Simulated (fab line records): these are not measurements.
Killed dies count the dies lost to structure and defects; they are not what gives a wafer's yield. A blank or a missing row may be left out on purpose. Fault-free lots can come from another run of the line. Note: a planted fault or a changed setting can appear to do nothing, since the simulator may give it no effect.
fab line records :: flow nand_harc
record:
  lots: 5
  wafers: 15
  last_day: 33
route steps=1302 shown A_ONON_D1@426
lots with no fault: from the same line, run without faults
start_h: start of the lot's first displayed wafer, in hours after the record's first day :: wait_h: time in hours since the lot's previous step :: " identical to the entry in the row above :: L1.1+2: several wafers, shown together as one row :: - no value, or no start was given :: * or withheld: withheld :: < > ~ a bound
route shown NAME@n: a module of which the file shows steps, and the number in the route of the first :: usual: average and standard deviation across the fault-free wafers :: same: alike in all rows :: chamber/n: place in a boat :: sites: per-site readings :: _std_site: their standard deviation :: _edge_site: outer sites' mean less inner sites' :: radius_mm: how far each site lies from the wafer's centre :: mask NAME#n: copy n :: behind: the most recent tool/chamber to have shaped the wafer :: hold: what put the lot on hold/how long, in hours/how the hold closed :: device: whichever transistor did not switch (one of n, p or np) :: end of line: the tests these same wafers got at the end of their route :: step lacking rows: just its recipe :: killed: count of dies lost to structure and defects at first sort (not the wafer's yield) :: map: a wafer's dies, marking killed ones x, the rest . and places with no die _
set.NAME: the setting that was run; set.NAME@STEP: the one run at that earlier step :: model.NAME: the simulator's own value behind a step, which no gauge read
a table for each step, a row for each wafer; lots at some steps of the route
services: from which hour (start_h, from the record's first day; less than 0 if before it) a tool's chamber was out of use, for how many hours, and why
== steps ==
step: NHARC_A_ONON_D1_DEP_03
recipe:
  target_thk_a: 10000
  n2_flow_sccm: 2750
  n2o_flow_sccm: 2000
  nh3_flow_sccm: 500
  sih4_flow_sccm: 210
  temp_c: 400
step: NHARC_A_ONON_D1_THK_MEAS_05
recipe:
  thk_meas_gauge: ellipsometry
usual:
  thk_nm: 1002/9.6
lot.wafer: L893.1
tool: film_metro-01
chamber: -
start_h: 198.65
wait_h: -
thk_nm: 984

lot.wafer: L893.2
tool: film_metro-01
chamber: -
start_h: 198.65
wait_h: -
thk_nm: 983

lot.wafer: L893.4
tool: film_metro-01
chamber: -
start_h: 198.65
wait_h: -
thk_nm: 985

lot.wafer: L894.2
tool: film_metro-01
chamber: -
start_h: 206.99
wait_h: -
thk_nm: 991

lot.wafer: L894.3
tool: film_metro-01
chamber: -
start_h: 206.99
wait_h: -
thk_nm: 990

lot.wafer: L894.4
tool: film_metro-01
chamber: -
start_h: 206.99
wait_h: -
thk_nm: 989

lot.wafer: L899.3
tool: film_metro-01
chamber: -
start_h: 257.98
wait_h: -
thk_nm: 995

lot.wafer: L899.4
tool: film_metro-01
chamber: -
start_h: 257.98
wait_h: -
thk_nm: 997

lot.wafer: L899.5
tool: film_metro-01
chamber: -
start_h: 257.98
wait_h: -
thk_nm: 994

lot.wafer: L910.1
tool: film_metro-02
chamber: -
start_h: 363.69
wait_h: -
thk_nm: 1008

lot.wafer: L910.4
tool: film_metro-02
chamber: -
start_h: 363.69
wait_h: -
thk_nm: 1005

lot.wafer: L910.5
tool: film_metro-02
chamber: -
start_h: 363.69
wait_h: -
thk_nm: 1007

lot.wafer: L911.1
tool: film_metro-01
chamber: -
start_h: 384.22
wait_h: -
thk_nm: 997

lot.wafer: L911.2
tool: film_metro-01
chamber: -
start_h: 384.22
wait_h: -
thk_nm: 998

lot.wafer: L911.3
tool: film_metro-01
chamber: -
start_h: 384.22
wait_h: -
thk_nm: 997
step: NHARC_A_ONON_D1_DEP_06
recipe:
  target_thk_a: 10000
  n2_flow_sccm: 2750
  n2o_flow_sccm: 2000
  nh3_flow_sccm: 500
  sih4_flow_sccm: 210
  temp_c: 400
step: NHARC_A_ONON_D1_THK_MEAS_08
recipe:
  thk_meas_gauge: ellipsometry
usual:
  thk_nm: 1002/12
lot.wafer: L893.1
tool: film_metro-01
chamber: -
start_h: 199.22
wait_h: -
thk_nm: 1003

lot.wafer: L893.2
tool: film_metro-01
chamber: -
start_h: 199.22
wait_h: -
thk_nm: 1001

lot.wafer: L893.4
tool: film_metro-01
chamber: -
start_h: 199.22
wait_h: -
thk_nm: 1002

lot.wafer: L894.2
tool: film_metro-02
chamber: -
start_h: 207.56
wait_h: -
thk_nm: 986

lot.wafer: L894.3
tool: film_metro-02
chamber: -
start_h: 207.56
wait_h: -
thk_nm: 990

lot.wafer: L894.4
tool: film_metro-02
chamber: -
start_h: 207.56
wait_h: -
thk_nm: 989

lot.wafer: L899.3
tool: film_metro-02
chamber: -
start_h: 258.53
wait_h: -
thk_nm: 1026

lot.wafer: L899.4
tool: film_metro-02
chamber: -
start_h: 258.53
wait_h: -
thk_nm: 1028

lot.wafer: L899.5
tool: film_metro-02
chamber: -
start_h: 258.53
wait_h: -
thk_nm: 1027

lot.wafer: L910.1
tool: film_metro-01
chamber: -
start_h: 364.26
wait_h: -
thk_nm: 1007

lot.wafer: L910.4
tool: film_metro-01
chamber: -
start_h: 364.26
wait_h: -
thk_nm: 1003

lot.wafer: L910.5
tool: film_metro-01
chamber: -
start_h: 364.26
wait_h: -
thk_nm: 1006

lot.wafer: L911.1
tool: film_metro-01
chamber: -
start_h: 384.78
wait_h: -
thk_nm: 988

lot.wafer: L911.2
tool: film_metro-01
chamber: -
start_h: 384.78
wait_h: -
thk_nm: 990

lot.wafer: L911.3
tool: film_metro-01
chamber: -
start_h: 384.78
wait_h: -
thk_nm: 988
step: NHARC_A_ONON_D1_DEP_09
recipe:
  target_thk_a: 10000
  n2_flow_sccm: 2750
  n2o_flow_sccm: 2000
  nh3_flow_sccm: 500
  sih4_flow_sccm: 210
  temp_c: 400
step: NHARC_A_ONON_D1_THK_MEAS_11
recipe:
  thk_meas_gauge: ellipsometry
usual:
  thk_nm: 1000/9.2
lot.wafer: L893.1
tool: film_metro-02
chamber: -
start_h: 199.78
wait_h: -
thk_nm: 994

lot.wafer: L893.2
tool: film_metro-02
chamber: -
start_h: 199.78
wait_h: -
thk_nm: 994

lot.wafer: L893.4
tool: film_metro-02
chamber: -
start_h: 199.78
wait_h: -
thk_nm: 994

lot.wafer: L894.2
tool: film_metro-02
chamber: -
start_h: 208.14
wait_h: -
thk_nm: 1012

lot.wafer: L894.3
tool: film_metro-02
chamber: -
start_h: 208.14
wait_h: -
thk_nm: 1011

lot.wafer: L894.4
tool: film_metro-02
chamber: -
start_h: 208.14
wait_h: -
thk_nm: 1013

lot.wafer: L899.3
tool: film_metro-02
chamber: -
start_h: 259.11
wait_h: -
thk_nm: 996

lot.wafer: L899.4
tool: film_metro-02
chamber: -
start_h: 259.11
wait_h: -
thk_nm: 992

lot.wafer: L899.5
tool: film_metro-02
chamber: -
start_h: 259.11
wait_h: -
thk_nm: 994

lot.wafer: L910.1
tool: film_metro-02
chamber: -
start_h: 364.83
wait_h: -
thk_nm: 1022

lot.wafer: L910.4
tool: film_metro-02
chamber: -
start_h: 364.83
wait_h: -
thk_nm: 1022

lot.wafer: L910.5
tool: film_metro-02
chamber: -
start_h: 364.83
wait_h: -
thk_nm: 1023

lot.wafer: L911.1
tool: film_metro-01
chamber: -
start_h: 385.34
wait_h: -
thk_nm: 994

lot.wafer: L911.2
tool: film_metro-01
chamber: -
start_h: 385.34
wait_h: -
thk_nm: 994

lot.wafer: L911.3
tool: film_metro-01
chamber: -
start_h: 385.34
wait_h: -
thk_nm: 992
step: NHARC_A_ONON_D1_DEP_12
recipe:
  target_thk_a: 10000
  n2_flow_sccm: 2750
  n2o_flow_sccm: 2000
  nh3_flow_sccm: 500
  sih4_flow_sccm: 210
  temp_c: 400
step: NHARC_A_ONON_D1_THK_MEAS_14
recipe:
  thk_meas_gauge: ellipsometry
usual:
  thk_nm: 1003/13
lot.wafer: L893.1
tool: film_metro-02
chamber: -
start_h: 200.35
wait_h: -
thk_nm: 990

lot.wafer: L893.2
tool: film_metro-02
chamber: -
start_h: 200.35
wait_h: -
thk_nm: 990

lot.wafer: L893.4
tool: film_metro-02
chamber: -
start_h: 200.35
wait_h: -
thk_nm: 990

lot.wafer: L894.2
tool: film_metro-01
chamber: -
start_h: 208.70
wait_h: -
thk_nm: 1004

lot.wafer: L894.3
tool: film_metro-01
chamber: -
start_h: 208.70
wait_h: -
thk_nm: 1005

lot.wafer: L894.4
tool: film_metro-01
chamber: -
start_h: 208.70
wait_h: -
thk_nm: 1006

lot.wafer: L899.3
tool: film_metro-01
chamber: -
start_h: 259.68
wait_h: -
thk_nm: 1023

lot.wafer: L899.4
tool: film_metro-01
chamber: -
start_h: 259.68
wait_h: -
thk_nm: 1024

lot.wafer: L899.5
tool: film_metro-01
chamber: -
start_h: 259.68
wait_h: -
thk_nm: 1022

lot.wafer: L910.1
tool: film_metro-02
chamber: -
start_h: 365.39
wait_h: -
thk_nm: 1014

lot.wafer: L910.4
tool: film_metro-02
chamber: -
start_h: 365.39
wait_h: -
thk_nm: 1016

lot.wafer: L910.5
tool: film_metro-02
chamber: -
start_h: 365.39
wait_h: -
thk_nm: 1017

lot.wafer: L911.1
tool: film_metro-01
chamber: -
start_h: 385.92
wait_h: -
thk_nm: 989

lot.wafer: L911.2
tool: film_metro-01
chamber: -
start_h: 385.92
wait_h: -
thk_nm: 992

lot.wafer: L911.3
tool: film_metro-01
chamber: -
start_h: 385.92
wait_h: -
thk_nm: 992
step: NHARC_A_ONON_D1_ANNEAL_15
recipe:
  temp_c: 750
  time_s: 3600
step: NHARC_A_ONON_D1_DEP_16
recipe:
  target_thk_a: 10000
  n2_flow_sccm: 2750
  n2o_flow_sccm: 2000
  nh3_flow_sccm: 500
  sih4_flow_sccm: 210
  temp_c: 400
step: NHARC_A_ONON_D1_THK_MEAS_18
recipe:
  thk_meas_gauge: ellipsometry
usual:
  thk_nm: 1000/9.8
lot.wafer: L893.1
tool: film_metro-01
chamber: -
start_h: 209.13
wait_h: -
thk_nm: 998

lot.wafer: L893.2
tool: film_metro-01
chamber: -
start_h: 209.13
wait_h: -
thk_nm: 998

lot.wafer: L893.4
tool: film_metro-01
chamber: -
start_h: 209.13
wait_h: -
thk_nm: 1000

lot.wafer: L894.2
tool: film_metro-01
chamber: -
start_h: 217.33
wait_h: -
thk_nm: 1003

lot.wafer: L894.3
tool: film_metro-01
chamber: -
start_h: 217.33
wait_h: -
thk_nm: 1002

lot.wafer: L894.4
tool: film_metro-01
chamber: -
start_h: 217.33
wait_h: -
thk_nm: 1002

lot.wafer: L899.3
tool: film_metro-01
chamber: -
start_h: 267.29
wait_h: -
thk_nm: 997

lot.wafer: L899.4
tool: film_metro-01
chamber: -
start_h: 267.29
wait_h: -
thk_nm: 998

lot.wafer: L899.5
tool: film_metro-01
chamber: -
start_h: 267.29
wait_h: -
thk_nm: 997

lot.wafer: L910.1
tool: film_metro-01
chamber: -
start_h: 373.87
wait_h: -
thk_nm: 998

lot.wafer: L910.4
tool: film_metro-01
chamber: -
start_h: 373.87
wait_h: -
thk_nm: 997

lot.wafer: L910.5
tool: film_metro-01
chamber: -
start_h: 373.87
wait_h: -
thk_nm: 998

lot.wafer: L911.1
tool: film_metro-02
chamber: -
start_h: 395.13
wait_h: -
thk_nm: 998

lot.wafer: L911.2
tool: film_metro-02
chamber: -
start_h: 395.13
wait_h: -
thk_nm: 1000

lot.wafer: L911.3
tool: film_metro-02
chamber: -
start_h: 395.13
wait_h: -
thk_nm: 1000
step: NHARC_A_ONON_D1_DEP_19
recipe:
  target_thk_a: 10000
  n2_flow_sccm: 2750
  n2o_flow_sccm: 2000
  nh3_flow_sccm: 500
  sih4_flow_sccm: 210
  temp_c: 400
lot.wafer: L893.1+2+4
tool: pecvd_onon-03
chamber: 0
start_h: 209.18
wait_h: 0.1

lot.wafer: L894.2+3+4
tool: pecvd_onon-01
chamber: 0
start_h: 217.44
wait_h: 0.1

lot.wafer: L899.3+4+5
tool: pecvd_onon-01
chamber: 0
start_h: 267.46
wait_h: 0.2

lot.wafer: L910.1+4+5
tool: pecvd_onon-03
chamber: 0
start_h: 373.93
wait_h: 0.1

lot.wafer: L911.1+2+3
tool: pecvd_onon-03
chamber: 0
start_h: 395.19
wait_h: 0.1
step: NHARC_A_ONON_D1_THK_MEAS_21
recipe:
  thk_meas_gauge: ellipsometry
usual:
  thk_nm: 1001/9.8
lot.wafer: L893.1
tool: film_metro-01
chamber: -
start_h: 209.70
wait_h: -
thk_nm: 1004

lot.wafer: L893.2
tool: film_metro-01
chamber: -
start_h: 209.70
wait_h: -
thk_nm: 1004

lot.wafer: L893.4
tool: film_metro-01
chamber: -
start_h: 209.70
wait_h: -
thk_nm: 1004

lot.wafer: L894.2
tool: film_metro-01
chamber: -
start_h: 217.90
wait_h: -
thk_nm: 1022

lot.wafer: L894.3
tool: film_metro-01
chamber: -
start_h: 217.90
wait_h: -
thk_nm: 1024

lot.wafer: L894.4
tool: film_metro-01
chamber: -
start_h: 217.90
wait_h: -
thk_nm: 1024

lot.wafer: L899.3
tool: film_metro-01
chamber: -
start_h: 267.86
wait_h: -
thk_nm: 997

lot.wafer: L899.4
tool: film_metro-01
chamber: -
start_h: 267.86
wait_h: -
thk_nm: 966

lot.wafer: L899.5
tool: film_metro-01
chamber: -
start_h: 267.86
wait_h: -
thk_nm: 966

lot.wafer: L910.1
tool: film_metro-01
chamber: -
start_h: 374.44
wait_h: -
thk_nm: 1002

lot.wafer: L910.4
tool: film_metro-01
chamber: -
start_h: 374.44
wait_h: -
thk_nm: 1003

lot.wafer: L910.5
tool: film_metro-01
chamber: -
start_h: 374.44
wait_h: -
thk_nm: 1001

lot.wafer: L911.1
tool: film_metro-02
chamber: -
start_h: 395.70
wait_h: -
thk_nm: 1011

lot.wafer: L911.2
tool: film_metro-02
chamber: -
start_h: 395.70
wait_h: -
thk_nm: 1014

lot.wafer: L911.3
tool: film_metro-02
chamber: -
start_h: 395.70
wait_h: -
thk_nm: 1013
step: NHARC_A_ONON_D1_DEP_22
recipe:
  target_thk_a: 10000
  n2_flow_sccm: 2750
  n2o_flow_sccm: 2000
  nh3_flow_sccm: 500
  sih4_flow_sccm: 210
  temp_c: 400
== services ==
tool: pecvd_onon-03
chamber: -
start_h: 227.00
hours: 13.0
kind: pm

tool: pecvd_onon-01
chamber: -
start_h: 269.00
hours: 13.0
kind: pm
== key ==
first_sign:
  step: NHARC_A_ONON_D1_THK_MEAS_21
  reading: thk_nm
  direction: down
  sigmas: 3.6
  usual: 1001
  struck: 966
effect none on later readings
met_at NHARC_A_ONON_D1_DEP_19
struck_wafers L899.4,L899.5
later_rows_left_out L899.4,L899.5
sort_left_out L899.4,L899.5
tester_left_out L899
onset_between 217.44 267.46
fault:
  kind: process_parameter_drift
  tool: pecvd_onon-01
  chamber: -
  onset_h: 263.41
  steps: NHARC_A_ONON_D1_DEP_19
  channel: target_thk_a
  offset: *
  shape: step
  end_h: 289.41
  scope: struck_wafers_only
  acts_in: *
  stated: *
tester_left_out: of these lots the tester's yield and bins aren't shown, on N5 and GAA mostly nor the transistor test; their killed dies are dies lost to structure and defects alone, not to doping, threshold or leakage, so they don't give the yield
sort_left_out: the simulated sort isn't trusted on such a fault, so these wafers' sort isn't shown, and their yield isn't known
later_rows_left_out: the simulator's readings of these wafers behind a module that went badly wrong aren't trusted and aren't shown, but for the sort
